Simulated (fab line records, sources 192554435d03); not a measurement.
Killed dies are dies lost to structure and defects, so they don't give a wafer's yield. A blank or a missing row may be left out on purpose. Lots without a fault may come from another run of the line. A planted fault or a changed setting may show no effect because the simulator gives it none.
fab line records | flow n5_finfet
record lots=24 wafers=72 last_day=18
route steps=1938 shown BEOL_M2@899 BEOL_M3@973
lots that met no fault: from a run of the same line without faults
start_h: hours from the record's first day to the start of the lot's first wafer shown | wait_h: hours since the lot's step before | " the same as in the row above | L1.1+2: a row that stands for several wafers | - no value, or no start given | * or withheld: withheld | < > ~ a bound
route shown NAME@n: a module of which the file shows steps, and the number in the route of the first | usual: mean/standard deviation of fault-free wafers | same: alike in all rows | chamber/n: place in a boat | sites: the reading at each site | _std_site: their standard deviation | _edge_site: outer sites' mean less inner sites' | radius_mm: how far each site lies from the wafer's centre | mask NAME#n: copy n | behind: the tool/chamber that last shaped the wafer | hold: why the lot was held/for how many hours/how that ended | device: the transistor (n, p or np) that didn't switch | end of line: the same wafers' tests at the end of the route | a step without rows: its recipe alone | killed: dies lost to structure and defects at the first sort, not the wafer's yield | map: a wafer's dies, x killed, . not, _ none there
set.NAME: the setting as run; set.NAME@STEP: as run at that earlier step | model.NAME: the simulator's own value behind a step, which no gauge read
steps of the route over a sample of lots; a table a step, a row a wafer
services: from which hour (start_h, from the record's first day; less than 0 if before it) a tool's chamber was out of use, for how many hours, and why
## steps
# step N5_BEOL_M2_DEGAS_44
# recipe ambient=vacuum temp_c=250 time_s=60
# usual heater_power_w=340/35
# columns lot.wafer tool chamber start_h wait_h heater_power_w
L074.2 pvd_sputter-02 - 139.09 0.0 307
L074.3 " - " " 255
L074.6 " - " " 370
L075.1 pvd_sputter-03 - 142.54 0.3 342
L075.3 " - " " 362
L075.5 " - " " 328
L076.2 pvd_sputter-01 - 154.25 0.5 382
L076.3 " - " " 382
L076.5 " - " " 349
L077.3 pvd_sputter-03 - 160.82 0.2 354
L077.5 " - " " 351
L077.6 " - " " 357
L078.2 pvd_sputter-03 - 165.38 0.0 376
L078.4 " - " " 353
L078.6 " - " " 363
L079.2 pvd_sputter-03 - 173.28 0.2 348
L079.3 " - " " 348
L079.6 " - " " 348
L080.1 pvd_sputter-03 - 177.36 0.7 337
L080.3 " - " " 348
L080.5 " - " " 342
L081.1 pvd_sputter-02 - 183.28 0.7 322
L081.3 " - " " 368
L081.6 " - " " 372
L083.3 pvd_sputter-02 - 196.46 0.3 320
L083.4 " - " " 263
L083.5 " - " " 268
L082.2 pvd_sputter-03 - 201.74 0.3 355
L082.3 " - " " 350
L082.5 " - " " 338
L084.1 pvd_sputter-03 - 205.42 0.5 357
L084.2 " - " " 347
L084.4 " - " " 382
L085.2 pvd_sputter-03 - 211.36 0.3 328
L085.3 " - " " 366
L085.5 " - " " 372
L086.1 pvd_sputter-02 - 215.92 0.2 302
L086.4 " - " " 353
L086.6 " - " " 260
L087.1 pvd_sputter-02 - 225.33 0.2 364
L087.4 " - " " 308
L087.5 " - " " 311
L088.2 pvd_sputter-02 - 231.39 0.1 364
L088.5 " - " " 264
L088.6 " - " " 312
L089.4 pvd_sputter-01 - 231.84 0.3 279
L089.5 " - " " 391
L089.6 " - " " 353
L090.1 pvd_sputter-02 - 239.24 0.8 316
L090.2 " - " " 365
L090.6 " - " " 324
L091.1 pvd_sputter-01 - 240.38 0.4 359
L091.3 " - " " 279
L091.5 " - " " 378
L092.1 pvd_sputter-01 - 259.51 0.4 390
L092.2 " - " " 274
L092.6 " - " " 394
L093.1 pvd_sputter-02 - 262.70 0.1 318
L093.4 " - " " 369
L093.5 " - " " 261
L094.1 pvd_sputter-03 - 266.37 0.4 345
L094.5 " - " " 356
L094.6 " - " " 339
L095.1 pvd_sputter-03 - 279.05 0.2 339
L095.2 " - " " 335
L095.4 " - " " 364
L096.2 pvd_sputter-03 - 284.14 0.3 349
L096.3 " - " " 356
L096.5 " - " " 333
L097.1 pvd_sputter-01 - 287.59 0.1 388
L097.3 " - " " 280
L097.5 " - " " 348
# step N5_BEOL_M2_SPUTTER_90
# recipe material=Cu target_thk_a=45 temp_c=-20 chamber_pressure_pa=0.07 power_w=withheld time_s=8.29
# usual throttle_valve_pct=29.9/1.2
# columns lot.wafer tool chamber start_h wait_h throttle_valve_pct
L074.2 pvd_sputter-01 - 142.50 0.1 27.9
L074.3 " - " " 30.6
L074.6 " - " " 30.5
L075.1 pvd_sputter-01 - 144.34 0.1 27.6
L075.3 " - " " 31.4
L075.5 " - " " 28.1
L076.2 pvd_sputter-03 - 156.10 0.1 28.2
L076.3 " - " " 30.9
L076.5 " - " " 30.9
L077.3 pvd_sputter-02 - 162.63 0.1 29.5
L077.5 " - " " 28.2
L077.6 " - " " 31.1
L078.2 pvd_sputter-03 - 167.20 0.1 30.7
L078.4 " - " " 28.1
L078.6 " - " " 28.3
L079.2 pvd_sputter-02 - 175.08 0.1 31.2
L079.3 " - " " 28.2
L079.6 " - " " 29.4
L080.1 pvd_sputter-01 - 179.27 0.1 31.2
L080.3 " - " " 28.0
L080.5 " - " " 30.0
L081.1 pvd_sputter-03 - 185.00 0.1 30.9
L081.3 " - " " 28.1
L081.6 " - " " 28.0
L083.3 pvd_sputter-02 - 198.26 0.1 31.2
L083.4 " - " " 29.5
L083.5 " - " " 28.5
L082.2 pvd_sputter-03 - 203.56 0.1 28.3
L082.3 " - " " 31.0
L082.5 " - " " 31.1
L084.1 pvd_sputter-02 - 208.40 0.1 31.3
L084.2 " - " " 29.5
L084.4 " - " " 31.2
L085.2 pvd_sputter-03 - 213.14 0.1 28.2
L085.3 " - " " 30.7
L085.5 " - " " 31.0
L086.1 pvd_sputter-01 - 217.57 0.1 27.7
L086.4 " - " " 31.3
L086.6 " - " " 29.8
L087.1 pvd_sputter-02 - 227.41 0.1 28.6
L087.4 " - " " 31.2
L087.5 " - " " 31.1
L088.2 pvd_sputter-03 - 233.17 0.1 30.9
L088.5 " - " " 30.9
L088.6 " - " " 29.1
L089.4 pvd_sputter-01 - 233.58 0.1 31.4
L089.5 " - " " 31.3
L089.6 " - " " 30.0
L090.1 pvd_sputter-02 - 241.12 0.1 31.0
L090.2 " - " " 31.0
L090.6 " - " " 29.3
L091.1 pvd_sputter-01 - 242.43 0.1 27.8
L091.3 " - " " 31.7
L091.5 " - " " 30.3
L092.1 pvd_sputter-02 - 261.44 0.1 28.5
L092.2 " - " " 31.1
L092.6 " - " " 30.9
L093.1 pvd_sputter-02 - 264.42 0.1 29.6
L093.4 " - " " 31.2
L093.5 " - " " 31.0
L094.1 pvd_sputter-02 - 268.54 0.1 28.4
L094.5 " - " " 28.7
L094.6 " - " " 29.8
L095.1 pvd_sputter-02 - 281.06 0.1 31.3
L095.2 " - " " 30.0
L095.4 " - " " 30.9
L096.2 pvd_sputter-03 - 286.49 0.1 28.8
L096.3 " - " " 30.8
L096.5 " - " " 30.8
L097.1 pvd_sputter-03 - 289.70 0.1 28.3
L097.3 " - " " 30.7
L097.5 " - " " 31.1
# step N5_BEOL_M2_ANNEAL_95
# recipe temp_c=400 time_s=240 ambient=vacuum
# usual heater_power_w=835/96 susceptor_temp_C_max=401.0/0.41
# columns lot.wafer tool chamber start_h wait_h heater_power_w susceptor_temp_C_max
L074.2 pvd_sputter-01 - 143.02 0.0 907 400.9
L074.3 " - " " 946 401.0
L074.6 " - " " 944 401.4
L075.1 pvd_sputter-01 - 144.86 0.0 876 401.1
L075.3 " - " " 997 401.7
L075.5 " - " " 906 400.9
L076.2 pvd_sputter-03 - 156.62 0.0 867 400.3
L076.3 " - " " 885 400.7
L076.5 " - " " 851 401.5
L077.3 pvd_sputter-02 - 163.15 0.0 776 401.3
L077.5 " - " " 645 400.6
L077.6 " - " " 908 401.5
L078.2 pvd_sputter-03 - 167.72 0.0 839 401.9
L078.4 " - " " 863 400.5
L078.6 " - " " 839 400.4
L079.2 pvd_sputter-02 - 175.60 0.0 917 401.2
L079.3 " - " " 659 400.3
L079.6 " - " " 748 401.4
L080.1 pvd_sputter-01 - 179.79 0.0 961 401.4
L080.3 " - " " 880 400.7
L080.5 " - " " 696 401.0
L081.1 pvd_sputter-03 - 185.52 0.0 866 401.7
L081.3 " - " " 865 400.5
L081.6 " - " " 870 400.3
L083.3 pvd_sputter-02 - 198.78 0.0 900 401.7
L083.4 " - " " 777 401.7
L083.5 " - " " 667 400.5
L082.2 pvd_sputter-03 - 204.08 0.0 874 400.9
L082.3 " - " " 876 400.4
L082.5 " - " " 835 401.4
L084.1 pvd_sputter-02 - 208.92 0.0 896 400.5
L084.2 " - " " 751 401.4
L084.4 " - " " 794 401.4
L085.2 pvd_sputter-03 - 213.66 0.0 850 400.9
L085.3 " - " " 868 400.6
L085.5 " - " " 852 401.1
L086.1 pvd_sputter-01 - 218.09 0.0 879 400.6
L086.4 " - " " 955 401.6
L086.6 " - " " 678 400.8
L087.1 pvd_sputter-02 - 227.93 0.0 658 401.0
L087.4 " - " " 789 401.0
L087.5 " - " " 885 400.6
L088.2 pvd_sputter-03 - 233.69 0.0 887 400.7
L088.5 " - " " 893 400.7
L088.6 " - " " 926 400.9
L089.4 pvd_sputter-01 - 234.10 0.0 985 401.1
L089.5 " - " " 976 402.1
L089.6 " - " " 700 400.9
L090.1 pvd_sputter-02 - 241.64 0.0 796 401.1
L090.2 " - " " 932 400.4
L090.6 " - " " 769 401.5
L091.1 pvd_sputter-01 - 242.95 0.0 902 400.6
L091.3 " - " " 944 401.5
L091.5 " - " " 952 401.0
L092.1 pvd_sputter-02 - 261.96 0.0 662 400.5
L092.2 " - " " 886 401.0
L092.6 " - " " 800 401.2
L093.1 pvd_sputter-02 - 264.94 0.0 744 400.9
L093.4 " - " " 904 400.9
L093.5 " - " " 792 400.9
L094.1 pvd_sputter-02 - 269.06 0.0 651 400.6
L094.5 " - " " 646 400.6
L094.6 " - " " 805 400.8
L095.1 pvd_sputter-02 - 281.58 0.0 807 400.9
L095.2 " - " " 759 401.0
L095.4 " - " " 918 400.8
L096.2 pvd_sputter-03 - 287.01 0.0 926 400.9
L096.3 " - " " 879 400.6
L096.5 " - " " 888 400.6
L097.1 pvd_sputter-03 - 290.22 0.0 843 400.8
L097.3 " - " " 870 400.6
L097.5 " - " " 839 401.1
# step N5_BEOL_M2_THK_MEAS_53
# recipe thk_meas_gauge=xrf reads=Cu_of_BEOL_M2_ECD_50
# usual M2_THK=39.2/1.4
# columns lot.wafer tool chamber start_h wait_h M2_THK[nm]
L074.2 film_metro-02 - 144.02 - 41.4
L074.3 " - " " 40.5
L074.6 " - " " 39.8
L075.1 film_metro-02 - 145.79 - 40.2
L075.3 " - " " 39.7
L075.5 " - " " 41.0
L076.2 film_metro-01 - 157.55 - 41.1
L076.3 " - " " 41.0
L076.5 " - " " 40.9
L077.3 film_metro-02 - 164.08 - 40.4
L077.5 " - " " 40.6
L077.6 " - " " 42.9
L078.2 film_metro-01 - 168.91 - 39.6
L078.4 " - " " 40.5
L078.6 " - " " 38.8
L079.2 film_metro-02 - 178.21 - 40.5
L079.3 " - " " 36.8
L079.6 " - " " 40.0
L080.1 film_metro-01 - 182.15 - 41.1
L080.3 " - " " 39.6
L080.5 " - " " 40.8
L081.1 film_metro-01 - 187.07 - 37.1
L081.3 " - " " 38.7
L081.6 " - " " 40.6
L083.3 film_metro-02 - 200.13 - 38.6
L083.4 " - " " 39.9
L083.5 " - " " 36.6
L082.2 film_metro-01 - 205.71 - 37.4
L082.3 " - " " 37.8
L082.5 " - " " 40.0
L084.1 film_metro-01 - 212.94 - 41.7
L084.2 " - " " 37.6
L084.4 " - " " 38.5
L085.2 film_metro-01 - 218.05 - 38.1
L085.3 " - " " 40.9
L085.5 " - " " 38.3
L086.1 film_metro-01 - 222.30 - 38.6
L086.4 " - " " 37.7
L086.6 " - " " 40.8
L087.1 film_metro-02 - 231.81 - 39.1
L087.4 " - " " 40.6
L087.5 " - " " 39.3
L088.2 film_metro-01 - 237.54 - 40.2
L088.5 " - " " 38.9
L088.6 " - " " 39.4
L089.4 film_metro-02 - 238.65 - 40.2
L089.5 " - " " 38.5
L089.6 " - " " 39.1
L090.1 film_metro-02 - 244.20 - 37.4
L090.2 " - " " 40.2
L090.6 " - " " 39.8
L091.1 film_metro-01 - 244.43 - 36.4
L091.3 " - " " 39.0
L091.5 " - " " 37.3
L092.1 film_metro-02 - 263.38 - 38.7
L092.2 " - " " 39.5
L092.6 " - " " 38.9
L093.1 film_metro-02 - 265.86 - 40.4
L093.4 " - " " 39.5
L093.5 " - " " 37.1
L094.1 film_metro-02 - 269.99 - 38.6
L094.5 " - " " 39.1
L094.6 " - " " 39.0
L095.1 film_metro-01 - 282.51 - 40.2
L095.2 " - " " 40.6
L095.4 " - " " 40.0
L096.2 film_metro-01 - 287.94 - 39.7
L096.3 " - " " 36.4
L096.5 " - " " 37.6
L097.1 film_metro-02 - 291.14 - 37.9
L097.3 " - " " 37.1
L097.5 " - " " 36.7
# step N5_BEOL_M3_ETCHBACK_99
# recipe chemistry=CHF3 target=SiO2 target_depth_a=50 time_s=10.4 source_w=215 bias_w=47 Ar_flow_sccm=200 CHF3_flow_sccm=12 ion_energy_ev=100 pressure_mtorr=30
# usual chamber_pressure_mTorr=30.000/0.028 drypump_motor_current_A=5.7/0.5 oes_product_au=0.77/0.078 rf_vpp_V=241/3.2 showerhead_plenum_p_Torr=2.16/0.094 throttle_valve_pct=17.12/0.21
# columns lot.wafer tool chamber start_h wait_h chamber_pressure_mTorr drypump_motor_current_A oes_product_au rf_hours_counter_h rf_vpp_V showerhead_plenum_p_Torr throttle_valve_pct
L074.2 rie_diel-04 2 156.52 5.7 29.980 5.9 0.86 48 235 2.18 16.81
L074.3 " 3 " " 29.967 6.0 0.70 219 238 2.21 17.12
L074.6 " 0 " " 30.038 5.3 0.77 - 246 2.25 17.20
L075.1 rie_diel-06 3 159.78 8.3 30.058 6.2 0.72 224 240 2.12 17.21
L075.3 " 1 " " 30.033 5.5 0.78 121 242 1.98 16.87
L075.5 " 2 " " 30.029 4.8 0.96 - 241 2.29 16.84
L076.2 rie_diel-04 2 164.46 1.9 29.958 5.9 0.85 52 235 2.18 16.86
L076.3 " 0 " " 29.910 5.3 0.75 164 247 2.24 17.19
L076.5 " 0 " " 29.973 5.3 0.76 - 246 2.24 17.21
L077.3 rie_diel-01 2 172.59 3.6 30.040 5.1 0.77 137 241 2.27 17.26
L077.5 " 1 " " 30.001 6.4 0.76 - 241 2.14 17.16
L077.6 " 0 " " 30.001 6.2 0.72 - 239 2.05 17.38
L078.2 rie_diel-01 2 177.31 3.8 29.987 5.1 0.76 138 240 2.27 17.26
L078.4 " 0 " " 29.970 6.2 0.71 192 239 2.05 17.39
L078.6 " 2 " " 29.987 5.1 0.77 - 241 2.27 17.26
L079.2 rie_diel-01 0 186.24 4.0 29.979 6.2 0.70 194 240 2.05 17.38
L079.3 " 1 " " 29.970 6.4 0.76 161 241 2.14 17.16
L079.6 " 1 " " 30.013 6.4 0.76 - 243 2.13 17.16
L080.1 rie_diel-04 0 186.43 1.4 30.048 5.3 0.76 172 249 2.24 17.20
L080.3 " 1 " " 30.006 5.4 0.70 226 246 2.20 17.48
L080.5 " 2 " " 29.956 5.9 0.83 - 235 2.17 16.85
L081.1 rie_diel-06 0 191.70 0.6 29.989 5.6 0.73 196 239 2.22 17.26
L081.3 " 2 " " 29.983 4.8 0.93 16 241 2.28 16.86
L081.6 " 0 " " 29.967 5.6 0.72 - 238 2.22 17.26
L083.3 rie_diel-06 3 203.34 0.2 30.035 6.2 0.72 238 239 2.11 17.23
L083.4 " 0 " " 30.031 5.6 0.72 199 238 2.21 17.27
L083.5 " 0 " " 29.994 5.6 0.72 - 240 2.21 17.29
L082.2 rie_diel-06 2 211.85 1.9 30.016 4.8 0.92 21 241 2.28 16.88
L082.3 " 0 " " 29.997 5.6 0.73 202 240 2.21 17.27
L082.5 " 3 " " 30.015 6.1 0.72 - 239 2.11 17.25
L084.1 rie_diel-06 3 215.58 0.1 30.022 6.2 0.71 242 239 2.11 17.23
L084.2 " 1 " " 30.008 5.5 0.77 138 244 1.98 16.89
L084.4 " 2 " " 29.994 4.8 0.91 22 242 2.28 16.89
L085.2 rie_diel-01 3 220.73 0.1 30.017 5.9 0.68 239 247 2.13 17.11
L085.3 " 2 " " 29.992 5.2 0.76 151 241 2.27 17.28
L085.5 " 3 " " 30.039 5.9 0.68 - 247 2.13 17.12
L086.1 rie_diel-04 3 227.49 1.2 29.981 6.0 0.68 243 239 2.20 17.15
L086.4 " 1 " " 30.069 5.4 0.70 238 245 2.20 17.48
L086.6 " 3 " " 30.029 6.0 0.68 - 239 2.21 17.16
L087.1 rie_diel-04 0 235.79 0.1 30.013 5.3 0.75 188 248 2.24 17.23
L087.4 " 1 " " 29.929 5.5 0.70 240 245 2.20 17.49
L087.5 " 3 " " 29.997 6.0 0.68 - 242 2.20 17.18
L088.2 rie_diel-01 3 241.18 1.3 30.015 5.9 0.67 245 247 2.13 17.13
L088.5 " 1 " " 29.987 6.4 0.75 - 242 2.13 17.20
L088.6 " 0 " " 30.037 6.2 0.69 - 238 2.04 17.42
L089.4 rie_diel-01 2 241.54 0.2 30.015 5.1 0.75 157 242 2.26 17.28
L089.5 " 1 " " 29.954 6.4 0.75 - 242 2.13 17.18
L089.6 " 0 " " 29.974 6.2 0.69 - 239 2.04 17.42
L090.1 rie_diel-01 0 247.71 0.3 30.035 6.2 0.68 212 241 2.04 17.41
L090.2 " 1 " " 29.985 6.4 0.74 181 242 2.13 17.20
L090.6 " 0 " " 30.023 6.2 0.69 - 238 2.04 17.42
L091.1 rie_diel-06 2 247.72 0.3 30.062 4.8 0.88 33 240 2.28 16.89
L091.3 " 0 " " 29.985 5.6 0.71 212 239 2.21 17.28
L091.5 " 2 " " 29.974 4.8 0.88 - 241 2.28 16.89
L092.1 rie_diel-06 0 269.00 1.3 30.006 5.6 0.71 219 240 2.21 17.32
L092.2 " 1 " " 29.998 5.5 0.75 154 243 1.97 16.92
L092.6 " 3 " " 29.985 6.2 0.95 - 238 2.11 16.78
L093.1 rie_diel-04 3 274.20 5.7 30.010 6.0 0.96 1 240 2.20 16.67
L093.4 " 0 " " 30.015 5.3 0.73 - 247 2.23 17.26
L093.5 " 2 " " 29.985 5.9 0.81 - 234 2.17 16.90
L094.1 rie_diel-01 0 279.15 2.6 30.005 6.2 0.68 225 241 2.04 17.45
L094.5 " 0 " " 29.983 6.2 0.69 - 239 2.04 17.45
L094.6 " 1 " " 30.000 6.4 0.74 - 242 2.12 17.22
L095.1 rie_diel-06 0 286.25 0.7 29.967 5.6 0.70 224 238 2.21 17.33
L095.2 " 2 " " 30.032 4.8 0.87 45 239 2.27 16.89
L095.4 " 1 " " 30.006 5.6 0.75 159 244 1.97 16.94
L096.2 rie_diel-06 3 293.78 1.9 29.980 6.2 0.93 13 238 2.11 16.82
L096.3 " 0 " " 29.975 5.7 0.70 226 241 2.20 17.33
L096.5 " 2 " " 29.939 4.8 0.87 - 240 2.27 16.93
L097.1 rie_diel-06 1 302.71 7.0 30.014 5.5 0.74 164 242 1.97 16.93
L097.3 " 0 " " 29.966 5.6 0.71 228 240 2.20 17.32
L097.5 " 2 " " 29.997 4.8 0.87 - 241 2.27 16.92
# step N5_BEOL_M3_STRIP_36
# recipe chemistry=N2/H2 power_w=450 temp_c=40 pressure_mtorr=20 rf_frequency_hz=6e+07 overash_fraction=0.3 bias_power_w=7 h2_frac=0.5 n2_flow_sccm=200 h2_flow_sccm=200
# usual chamber_pressure_mTorr=20.00/0.032 drypump_motor_current_A=5.7/0.5 n2_flow_sccm=200.1/0.61 oes_product_au=0.77/0.076 rf_vpp_V=59.0/1.4 showerhead_plenum_p_Torr=2.55/0.11 throttle_valve_pct=23.70/0.27
# columns lot.wafer tool chamber start_h wait_h chamber_pressure_mTorr drypump_motor_current_A n2_flow_sccm oes_product_au rf_hours_counter_h rf_vpp_V showerhead_plenum_p_Torr throttle_valve_pct
L074.2 rie_diel-04 2 156.72 0.0 19.95 5.9 199.6 0.84 48 58.1 2.56 23.23
L074.3 " 3 " " 20.00 6.0 200.3 0.70 219 58.6 2.61 23.65
L074.6 " 0 " " 20.00 5.3 200.0 0.77 - 59.9 2.63 23.55
L075.1 rie_diel-06 3 159.97 0.0 20.02 6.2 200.5 0.71 224 55.5 2.50 23.74
L075.3 " 1 " " 20.04 5.5 199.4 0.79 121 56.1 2.37 23.75
L075.5 " 2 " " 19.98 4.8 199.7 0.96 - 59.8 2.71 23.35
L076.2 rie_diel-04 2 164.66 0.0 20.03 5.9 200.8 0.86 52 60.4 2.56 23.19
L076.3 " 0 " " 20.00 5.3 200.3 0.76 164 62.6 2.62 23.59
L076.5 " 0 " " 20.05 5.3 200.5 0.77 - 59.0 2.62 23.54
L077.3 rie_diel-01 2 172.79 0.0 20.04 5.1 199.9 0.79 137 60.8 2.64 23.57
L077.5 " 1 " " 19.93 6.4 200.0 0.76 - 60.5 2.54 23.83
L077.6 " 0 " " 19.98 6.2 199.6 0.72 - 57.9 2.40 23.96
L078.2 rie_diel-01 2 177.51 0.0 19.96 5.1 200.7 0.77 138 59.2 2.64 23.58
L078.4 " 0 " " 20.06 6.3 199.7 0.71 192 57.9 2.40 23.96
L078.6 " 2 " " 20.03 5.1 200.3 0.78 - 59.5 2.64 23.58
L079.2 rie_diel-01 0 186.43 0.0 19.99 6.3 201.7 0.71 194 59.8 2.40 23.98
L079.3 " 1 " " 20.03 6.4 200.6 0.77 161 59.9 2.54 23.84
L079.6 " 1 " " 20.00 6.4 200.4 0.75 - 58.3 2.54 23.85
L080.1 rie_diel-04 0 186.63 0.0 20.01 5.3 200.7 0.76 172 59.4 2.62 23.59
L080.3 " 1 " " 19.97 5.5 200.0 0.71 226 58.3 2.62 24.46
L080.5 " 2 " " 19.99 5.9 199.8 0.84 - 57.5 2.56 23.23
L081.1 rie_diel-06 0 191.89 0.0 20.01 5.6 200.5 0.73 196 57.7 2.62 23.74
L081.3 " 2 " " 20.00 4.8 200.2 0.91 16 58.8 2.71 23.38
L081.6 " 0 " " 19.99 5.7 200.5 0.74 - 59.7 2.62 23.81
L083.3 rie_diel-06 3 203.54 0.0 20.03 6.2 200.7 0.72 238 60.7 2.49 23.73
L083.4 " 0 " " 20.01 5.6 200.5 0.74 199 59.5 2.62 23.81
L083.5 " 0 " " 20.00 5.6 200.8 0.73 - 59.0 2.62 23.81
L082.2 rie_diel-06 2 212.05 0.0 20.05 4.8 200.6 0.90 22 60.0 2.70 23.41
L082.3 " 0 " " 20.03 5.6 199.7 0.73 202 58.9 2.61 23.82
L082.5 " 3 " " 19.98 6.2 200.2 0.71 - 59.4 2.49 23.73
L084.1 rie_diel-06 3 215.78 0.0 20.09 6.2 199.8 0.71 242 59.2 2.49 23.76
L084.2 " 1 " " 19.99 5.5 199.8 0.76 138 60.0 2.36 23.79
L084.4 " 2 " " 20.09 4.8 200.3 0.91 23 58.8 2.70 23.40
L085.2 rie_diel-01 3 220.92 0.0 19.98 5.9 199.6 0.67 239 60.5 2.51 23.76
L085.3 " 2 " " 19.94 5.1 199.6 0.76 151 60.5 2.63 23.61
L085.5 " 3 " " 19.95 5.9 199.8 0.69 - 58.6 2.51 23.76
L086.1 rie_diel-04 3 227.69 0.0 20.00 6.0 201.2 0.69 243 60.6 2.60 23.69
L086.4 " 1 " " 19.97 5.5 200.4 0.70 238 59.4 2.62 24.46
L086.6 " 3 " " 19.97 6.0 199.7 0.68 - 58.0 2.60 23.69
L087.1 rie_diel-04 0 235.99 0.0 20.00 5.3 200.1 0.74 188 59.5 2.61 23.56
L087.4 " 1 " " 20.04 5.4 199.6 0.70 240 57.9 2.61 24.50
L087.5 " 3 " " 20.03 6.0 199.7 0.69 - 60.7 2.60 23.69
L088.2 rie_diel-01 3 241.38 0.0 20.03 5.9 200.1 0.67 245 57.9 2.51 23.77
L088.5 " 1 " " 19.96 6.4 199.5 0.73 - 59.6 2.53 23.85
L088.6 " 0 " " 19.97 6.2 199.8 0.70 - 58.5 2.39 24.00
L089.4 rie_diel-01 2 241.74 0.0 20.02 5.1 199.9 0.75 157 59.6 2.63 23.60
L089.5 " 1 " " 19.96 6.4 199.9 0.75 - 56.6 2.54 23.86
L089.6 " 0 " " 20.07 6.2 200.0 0.69 - 57.1 2.39 23.99
L090.1 rie_diel-01 0 247.91 0.0 19.97 6.2 199.9 0.70 212 56.5 2.39 23.97
L090.2 " 1 " " 19.99 6.4 200.8 0.74 181 57.7 2.53 23.84
L090.6 " 0 " " 20.02 6.2 198.9 0.68 - 59.3 2.39 24.01
L091.1 rie_diel-06 2 247.91 0.0 20.02 4.8 199.7 0.87 33 60.7 2.70 23.42
L091.3 " 0 " " 19.97 5.6 199.1 0.71 212 61.3 2.61 23.83
L091.5 " 2 " " 20.04 4.8 200.9 0.88 - 58.8 2.70 23.37
L092.1 rie_diel-06 0 269.20 0.0 20.01 5.6 201.1 0.72 219 60.2 2.61 23.79
L092.2 " 1 " " 19.95 5.5 199.0 0.76 154 58.9 2.35 23.78
L092.6 " 3 " " 19.97 6.2 199.7 0.95 - 58.5 2.48 23.42
L093.1 rie_diel-04 3 274.40 0.0 20.00 6.0 199.9 0.97 1 57.4 2.60 23.14
L093.4 " 0 " " 20.00 5.4 200.5 0.73 - 59.2 2.61 23.64
L093.5 " 2 " " 19.99 5.9 201.0 0.81 - 58.4 2.55 23.25
L094.1 rie_diel-01 0 279.35 0.0 19.95 6.2 199.8 0.69 225 58.5 2.39 24.02
L094.5 " 0 " " 19.95 6.3 199.9 0.68 - 57.5 2.39 24.01
L094.6 " 1 " " 19.96 6.4 199.2 0.71 - 58.3 2.53 23.91
L095.1 rie_diel-06 0 286.45 0.0 19.97 5.6 199.4 0.71 225 61.6 2.60 23.83
L095.2 " 2 " " 20.00 4.8 200.3 0.87 45 58.2 2.69 23.41
L095.4 " 1 " " 19.97 5.5 200.2 0.75 159 58.8 2.35 23.79
L096.2 rie_diel-06 3 293.98 0.0 19.99 6.2 199.8 0.92 13 59.2 2.48 23.43
L096.3 " 0 " " 20.00 5.6 199.5 0.72 226 58.9 2.60 23.82
L096.5 " 2 " " 20.00 4.8 200.2 0.86 - 57.0 2.69 23.43
L097.1 rie_diel-06 1 302.91 0.0 19.96 5.5 201.7 0.75 164 58.7 2.35 23.81
L097.3 " 0 " " 19.97 5.6 200.3 0.70 228 55.8 2.60 23.83
L097.5 " 2 " " 20.04 4.8 199.9 0.84 - 58.4 2.69 23.43
## services
# columns tool chamber start_h hours kind
pvd_sputter-01 - 115.56 3.2 repair
rie_diel-06 2 130.38 - clean
rie_diel-06 2 130.38 - consumable_replace:focus_ring
rie_diel-06 2 130.38 - consumable_replace:showerhead
rie_diel-06 2 130.38 17.2 scheduled_down
rie_diel-06 2 130.38 17.2 vent_cycle
rie_diel-01 - 142.97 28.1 pm
rie_diel-06 - 151.78 0.2 repair
rie_diel-06 3 242.81 - clean
rie_diel-06 3 242.81 - consumable_replace:focus_ring
rie_diel-06 3 242.81 17.0 scheduled_down
rie_diel-06 3 242.81 17.0 vent_cycle
rie_diel-01 2 244.51 16.5 repair
rie_diel-04 3 251.21 - clean
rie_diel-04 3 251.21 - consumable_replace:focus_ring
rie_diel-04 3 251.21 22.0 scheduled_down
rie_diel-04 3 251.21 22.0 vent_cycle
pvd_sputter-03 - 254.06 7.5 repair
rie_diel-01 3 261.45 - clean
rie_diel-01 3 261.45 - consumable_replace:focus_ring
rie_diel-01 3 261.45 23.1 scheduled_down
rie_diel-01 3 261.45 23.1 vent_cycle
rie_diel-06 0 287.07 4.0 repair
rie_diel-01 1 288.75 1.8 repair
## key
fault none
